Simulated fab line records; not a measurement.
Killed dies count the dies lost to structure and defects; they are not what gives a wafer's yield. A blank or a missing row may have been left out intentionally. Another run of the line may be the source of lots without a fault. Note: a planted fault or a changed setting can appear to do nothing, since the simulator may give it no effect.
Tool commonality check + flow nand harc + 1 lot, 3 wafers sampled

== REASON FOR OPENING ==
At NHARC_END_SORT_01 the reading killed at periphery is flagged on 1 of 1 lot. Fault-free wafers read 3.8, with a standard deviation of 2.2.
Rule: a lot is flagged in two cases, either no wafer of it has a number, or all its wafers with numbers fall more than 4 standard deviations from that mean. As for the other lots, they are considered sound.

| lot  | measured     | on        | killed at periphery, wafer by wafer | flag    |
|------|--------------|-----------|-------------------------------------|---------|
| L592 | day 26 00:35 | prober-01 | 634 624 632                         | FLAGGED |
Averaged over the flagged lots the numbers come to 630.0, +626.2 from the usual (+99 or more standard deviations).

== LOT BY LOT: THE TOOL USED ==
Before the reading, the record contains 3 process steps out of a 1302-step route. Cell contents, in order: the tool; ch with the chambers the sampled wafers went through; the start.
| lot  | flag    | NHARC_P_GATE_ETCH_114                        | NHARC_P_GATE_EXPOSE_56           | NHARC_P_GATE_STRIP_113            |
|------|---------|----------------------------------------------|----------------------------------|-----------------------------------|
| L592 | FLAGGED | rie diel-03 ch 0,2,3, day 7 10:59 or earlier | krf scanner-03 ch 0, day 7 10:59 | plasma asher-01 ch 0, day 7 13:25 |
What the steps here do:
- NHARC_P_GATE_ETCH_114: etches the open film in CF4/O2, target depth 30 nm, overetch 3 nm, time 16.5 s.
- NHARC_P_GATE_EXPOSE_56: exposes mask P PSD, target cd 720 nm.
- NHARC_P_GATE_STRIP_113: strips in N2/H2, time 740 s.
- NHARC_END_SORT_01

== FLAGGED AGAINST TOTAL, ONE TOOL AT A TIME (gauges that did the reading follow at the end) ==
| step                   | tool            | lots run | flagged | share of the flagged lots | sound lots run after its first flagged lot |
|------------------------|-----------------|----------|---------|---------------------------|--------------------------------------------|
| NHARC_P_GATE_ETCH_114  | rie diel-03     | 1        | 1       | all                       | 0                                          |
| NHARC_P_GATE_EXPOSE_56 | krf scanner-03  | 1        | 1       | all                       | 0                                          |
| NHARC_P_GATE_STRIP_113 | plasma asher-01 | 1        | 1       | all                       | 0                                          |
| NHARC_END_SORT_01      | prober-01       | 1        | 1       | all                       | 0                                          |
NHARC_P_GATE_ETCH_114 gives no start for some lots, so the hours and the order of its lots are those of NHARC_P_GATE_EXPOSE_56.

== WHAT IS ALLOWED BY THE TABLE ==
4 rows of the table ran every flagged lot: rie diel-03 at NHARC_P_GATE_ETCH_114, krf scanner-03 at NHARC_P_GATE_EXPOSE_56, plasma asher-01 at NHARC_P_GATE_STRIP_113, prober-01 at NHARC_END_SORT_01.
- rie diel-03 at NHARC_P_GATE_ETCH_114: 1 of its 1 lot flagged. The start can't be narrowed down: in this sample, it ran no sound lot prior to its first flagged lot.
- krf scanner-03 at NHARC_P_GATE_EXPOSE_56: 1 of its 1 lot flagged. The start can't be narrowed down: in this sample, it ran no sound lot prior to its first flagged lot.
- plasma asher-01 at NHARC_P_GATE_STRIP_113: 1 of its 1 lot flagged. The start can't be narrowed down: in this sample, it ran no sound lot prior to its first flagged lot.
- prober-01 at NHARC_END_SORT_01: 1 of its 1 lot flagged. The start can't be narrowed down: in this sample, it ran no sound lot prior to its first flagged lot.
These 4 tools cannot be told apart by counting lots, since each of them fits a fault that started at some hour. More lots, or a look at what each step does to the wafer, might.

== WHAT WAS PUT IN BY THE SIMULATOR ==
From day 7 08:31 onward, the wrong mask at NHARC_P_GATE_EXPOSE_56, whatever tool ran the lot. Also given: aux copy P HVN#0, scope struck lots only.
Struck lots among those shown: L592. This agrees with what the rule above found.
